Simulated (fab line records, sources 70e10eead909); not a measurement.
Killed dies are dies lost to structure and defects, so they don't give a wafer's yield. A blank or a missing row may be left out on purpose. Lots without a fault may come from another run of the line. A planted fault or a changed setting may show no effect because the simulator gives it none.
A struck lot beside a sound one | flow nand_harc | 25 steps out of a route of 1302
Sound: wafers L563.1, L563.2, L563.6. Struck: wafers L581.1, L581.3, L581.6. The cause comes at the end.
At each step with rows: each side's tool, then ch and its chambers, then its first start. Under that, the readings that differ: sound wafers | struck wafers | difference of the means | sigmas: that difference in standard deviations of wafers without a fault.
alike: readings whose means differ by less than 2 such deviations, and words and numbers that are the same on both sides. not compared: withheld readings, readings that some wafer has no value for, bounds like >300 that may hide the same value, and numbers for which the record gives no deviation and whose values overlap.
The two part at a step that has a row with sigmas, a row that says differs or no value, or rows on one side only. Numbers that don't overlap but have no deviation are shown without sigmas and don't part them. A reading that every wafer of one side lacks parts them only if that side has two wafers or more.

NHARC_P_CONTACT_DEP_30: deposits SiNx, target thk 30 nm.
  sound on pecvd-02 ch 0,1, day 7 05:38; struck on pecvd-02 ch 0,1,2, day 13 19:15
  alike: heater_power_w
then, 1 step without rows for these wafers: NHARC_P_CONTACT_DEP_00 (deposits SiO2, target thk 500 nm).
NHARC_P_CONTACT_CMP_01: polishes SiO2, target thk 200 nm.
  sound on cmp-02 ch 0,1,2, day 7 06:23; struck on cmp-04 ch 1,3, day 13 19:57
  alike: motor_current_A, slurry_filter_dp_kPa
then, 8 steps without rows for these wafers: NHARC_P_CONTACT_SRD_03; NHARC_P_CONTACT_DEHYDRATE_04 (time 120 s); NHARC_P_CONTACT_HMDS_05 (time 30 s); NHARC_P_CONTACT_COAT_33 (time 75 s); NHARC_P_CONTACT_COAT_34 (time 65 s); NHARC_P_CONTACT_COAT_06 (resist thk 90 nm); NHARC_P_CONTACT_SOFTBAKE_07 (time 55 s); NHARC_P_CONTACT_EBR_08.
NHARC_P_CONTACT_EXPOSE_09: exposes mask P CA, target cd 90 nm.
  sound on arfi_scanner-03 ch 0, day 7 07:01; struck on arfi_scanner-03 ch 0, day 13 20:37
  reading              | sound             | struck               | difference | sigmas
  exposure_dose_mJ_cm2 | 81.28 81.23 81.33 | 128.53 128.70 128.68 | +47.36     | +99 or more
  alike: mask, reticle_temp_C
then, 2 steps without rows for these wafers: NHARC_P_CONTACT_PEB_10 (peb time 65 s); NHARC_P_CONTACT_DEVELOP_11 (develop time 35 s).
NHARC_P_CONTACT_CD_MEAS_12: target cd 90 nm.
  sound on cd_sem-02 ch 0, day 7 07:10; struck on cd_sem-01 ch 0, day 13 20:45
  reading    | sound          | struck            | difference | sigmas
  cd_nm (nm) | 91.0 90.6 90.9 | 117.9 117.9 117.9 | +27.1      | +44
NHARC_P_CONTACT_OVL_MEAS_13:
  sound on overlay-02, day 7 07:15; struck on overlay-01, day 13 20:50
  reading           | sound       | struck         | difference | sigmas
  overlay_y_nm (nm) | 1.5 1.2 0.4 | -0.7 -1.0 -0.4 | -1.7       | -2
  alike: overlay_x_nm
NHARC_P_CONTACT_INSPECT_14:
  sound on defect_inspect-02, day 7 07:17; struck on defect_inspect-01, day 13 20:52
  alike: raw_defect_count
NHARC_P_CONTACT_DESCUM_17: chemistry O2, time 3 s.
  sound on rie_diel-13 ch 0,1,2, day 7 07:22; struck on rie_diel-13 ch 1,2, day 13 20:56
  reading                    | sound             | struck            | difference | sigmas
  model.P_CONTACT.cd_nm (nm) | 91.13 90.48 90.15 | 117.8 117.9 118.2 | +27.4      |
  alike: drypump_motor_current_A, o2_flow_sccm, oes_product_au, rf_vpp_V, showerhead_plenum_p_Torr, throttle_valve_pct
  not compared: rf_hours_counter_h
NHARC_P_CONTACT_ETCH_35: etches the open film in CF4, target depth 39 nm, time 65 s.
  sound on rie_diel-13 ch 0,1,2, day 7 07:26; struck on rie_diel-13 ch 0,2,3, day 13 21:02
  alike: drypump_motor_current_A, oes_product_au, rf_vpp_V, showerhead_plenum_p_Torr, throttle_valve_pct
  not compared: rf_hours_counter_h
NHARC_P_CONTACT_ETCH_36: etches the open film in N2/H2, target depth 260 nm, time 406.25 s.
  sound on rie_diel-13 ch 1,2,3; struck on rie_diel-13 ch 0,3
  alike: drypump_motor_current_A, oes_product_au, rf_vpp_V, showerhead_plenum_p_Torr, throttle_valve_pct
  not compared: rf_hours_counter_h
NHARC_P_CONTACT_ETCH_18: etches the open film in C4F8/O2/Ar, target depth 481 nm, time 240.5 s.
  sound on rie_diel-13 ch 1,2,3; struck on rie_diel-13 ch 2,3
  alike: oes_product_au, rf_vpp_V
  not compared: rf_hours_counter_h
then, 1 step without rows for these wafers: NHARC_P_CONTACT_STRIP_37 (strips in C4F8/O2/Ar).
NHARC_P_CONTACT_ETCH_31: etches the open film in CH3F/O2, target depth 30 nm, time 85.7 s.
  sound on rie_diel-13 ch 1,2,3; struck on rie_diel-13 ch 2,3
  reading                    | sound             | struck            | difference | sigmas
  model.P_CONTACT.cd_nm (nm) | 92.37 91.42 90.52 | 118.6 118.7 117.7 | +26.9      |
  alike: drypump_motor_current_A, o2_flow_sccm, oes_product_au, rf_vpp_V, showerhead_plenum_p_Torr, throttle_valve_pct
  not compared: rf_hours_counter_h
NHARC_P_CONTACT_CD_MEAS_19:
  sound on cd_sem-02, day 7 08:13; struck on cd_sem-02, day 13 21:49
  reading    | sound          | struck            | difference | sigmas
  cd_nm (nm) | 92.3 91.4 90.4 | 118.4 118.4 117.8 | +26.8      | +17
then, 1 step without rows for these wafers: NHARC_P_CONTACT_STRIP_28 (strips in O2).

WHERE THEY PART
First at NHARC_P_CONTACT_EXPOSE_09; last, within this record, at NHARC_P_CONTACT_CD_MEAS_19.

WHY: what the simulator had put in
Process parameter drift: arfi_scanner-03, from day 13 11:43 on, at NHARC_P_CONTACT_EXPOSE_09. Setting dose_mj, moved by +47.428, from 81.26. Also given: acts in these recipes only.
